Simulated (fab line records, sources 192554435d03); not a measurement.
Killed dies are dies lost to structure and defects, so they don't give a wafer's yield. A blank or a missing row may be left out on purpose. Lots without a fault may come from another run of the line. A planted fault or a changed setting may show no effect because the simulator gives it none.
Chamber matching | flow n5_finfet | N5_BEOL_M7_DESCUM_16 on rie_diel-06: 4 sister chambers
The step chemistry O2, time 7.9 s. 20 wafers are shown with their chamber, then 10 later ones without.

WAFERS WITH THEIR CHAMBER
wafer  | chamber | drypump_motor_current_A (A) | showerhead_plenum_p_Torr (Torr) | throttle_valve_pct (%)
L074.1 | 2       | 6.6                         | 2.06                            | 20.68
L074.4 | 3       | 5.8                         | 2.03                            | 20.64
L074.6 | 3       | 5.8                         | 2.03                            | 20.63
L076.2 | 3       | 5.8                         | 2.03                            | 20.63
L076.3 | 2       | 6.5                         | 2.06                            | 20.69
L076.5 | 2       | 6.6                         | 2.06                            | 20.70
L079.4 | 0       | 6.2                         | 2.06                            | 20.26
L079.5 | 3       | 5.8                         | 2.02                            | 20.64
L079.6 | 1       | 5.2                         | 2.03                            | 20.43
L083.1 | 1       | 5.2                         | 2.03                            | 20.44
L083.4 | 2       | 6.6                         | 2.06                            | 20.34
L083.6 | 3       | 5.8                         | 2.02                            | 20.64
L085.3 | 0       | 6.2                         | 2.06                            | 19.88
L085.4 | 2       | 6.6                         | 2.06                            | 20.36
L085.5 | 2       | 6.6                         | 2.06                            | 20.36
L086.1 | 0       | 6.2                         | 2.06                            | 19.90
L086.4 | 1       | 5.2                         | 2.02                            | 20.47
L086.5 | 2       | 6.6                         | 2.06                            | 20.34
L087.4 | 3       | 5.8                         | 2.02                            | 20.67
L087.5 | 3       | 5.8                         | 2.02                            | 20.66

SIGNATURES (means of the wafers above)
reading                  | chamber 0 | chamber 1 | chamber 2 | chamber 3 | scatter within a chamber
drypump_motor_current_A  | 6.200     | 5.200     | 6.586     | 5.800     | 0.0231
showerhead_plenum_p_Torr | 2.0600    | 2.0267    | 2.0600    | 2.0243    | 0.00386
throttle_valve_pct       | 20.0133   | 20.4467   | 20.4957   | 20.6443   | 0.135
Rule: a wafer's distance from a chamber is the root of the sum, over the readings, of the square of ((its reading less the chamber's mean) divided by the reading's scatter). The wafer belongs to the nearest chamber; if the next one is less than 2 further off, it can't be placed. The scatter: the root of (the sum of the squares of (reading less its chamber's mean) over the shown wafers, divided by (wafers less chambers)).

WAFERS WITHOUT THEIR CHAMBER
wafer  | drypump_motor_current_A (A) | showerhead_plenum_p_Torr (Torr) | throttle_valve_pct (%)
L087.6 | 6.6                         | 2.06                            | 20.34
L092.2 | 6.2                         | 2.06                            | 19.91
L092.4 | 6.6                         | 2.05                            | 20.37
L092.5 | 5.8                         | 2.01                            | 20.69
L094.2 | 6.2                         | 2.05                            | 19.91
L094.4 | 5.8                         | 2.01                            | 20.69
L094.5 | 6.6                         | 2.05                            | 20.37
L097.1 | 6.2                         | 2.05                            | 19.93
L097.2 | 6.6                         | 2.05                            | 20.38
L097.5 | 5.2                         | 2.02                            | 20.51

WHICH CHAMBER EACH WENT THROUGH
wafer  | from the rows above | in truth
L087.6 | 2                   | 2
L092.2 | 0                   | 0
L092.4 | 2                   | 2
L092.5 | 3                   | 3
L094.2 | 0                   | 0
L094.4 | 3                   | 3
L094.5 | 2                   | 2
L097.1 | 0                   | 0
L097.2 | 2                   | 2
L097.5 | 1                   | 1
Placed correctly: 10 of 10. Can't be placed from these rows: 0. Placed wrongly: 0.
